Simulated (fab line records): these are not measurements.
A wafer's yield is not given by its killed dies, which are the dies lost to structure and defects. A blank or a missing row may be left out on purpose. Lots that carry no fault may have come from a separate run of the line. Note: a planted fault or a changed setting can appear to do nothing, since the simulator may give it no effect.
Matching of chambers ; flow n5Finfet ; N5_FIN_SAQP_SPACER2_ETCHBACK_29 on rieDiel-02 has 4 sister chambers
The step etches SiO2 in CHF3/O2, target depth 12.2 nm, time 6.1 s. 8 wafers are shown with their chamber, then 8 later ones without.

WAFERS, EACH WITH ITS CHAMBER
wafer;chamber;rfVppV (V);drypumpMotorCurrentA (A)
L077.4;0;518;5.8
L082.2;1;501;6.4
L082.3;3;544;6.8
L082.4;2;523;5.9
L091.1;1;502;6.4
L091.2;3;543;6.8
L091.3;0;518;5.8
L091.4;2;523;5.8

WAFERS WHOSE CHAMBER IS MISSING
wafer;rfVppV (V);drypumpMotorCurrentA (A)
L091.5;524;5.9
L091.6;543;6.8
L095.1;541;6.8
L095.2;517;5.8
L095.3;523;5.9
L095.4;522;5.9
L095.5;544;6.8
L095.6;516;5.8

WHICH CHAMBER EACH ONE RAN IN
wafer;from the rows above;in truth
L091.5;2;2
L091.6;3;3
L095.1;3;3
L095.2;0;0
L095.3;2;2
L095.4;2;2
L095.5;3;3
L095.6;0;0
Correctly placed: 8 of 8. Not placeable from these rows: 0. Placed wrongly: 0.
How it was worked out, from the rows above alone: a wafer's distance from a chamber is the root of the sum, over the readings, of the square of ((its reading less the chamber's mean) divided by the reading's scatter). If the next closest chamber is less than 2 further off than the closest, the wafer can't be placed; otherwise it belongs to the closest. Each chamber's mean is taken over the wafers shown for it. The scatter: the root of (the sum of the squares of (reading less its chamber's mean) over the shown wafers, divided by (wafers less chambers)).
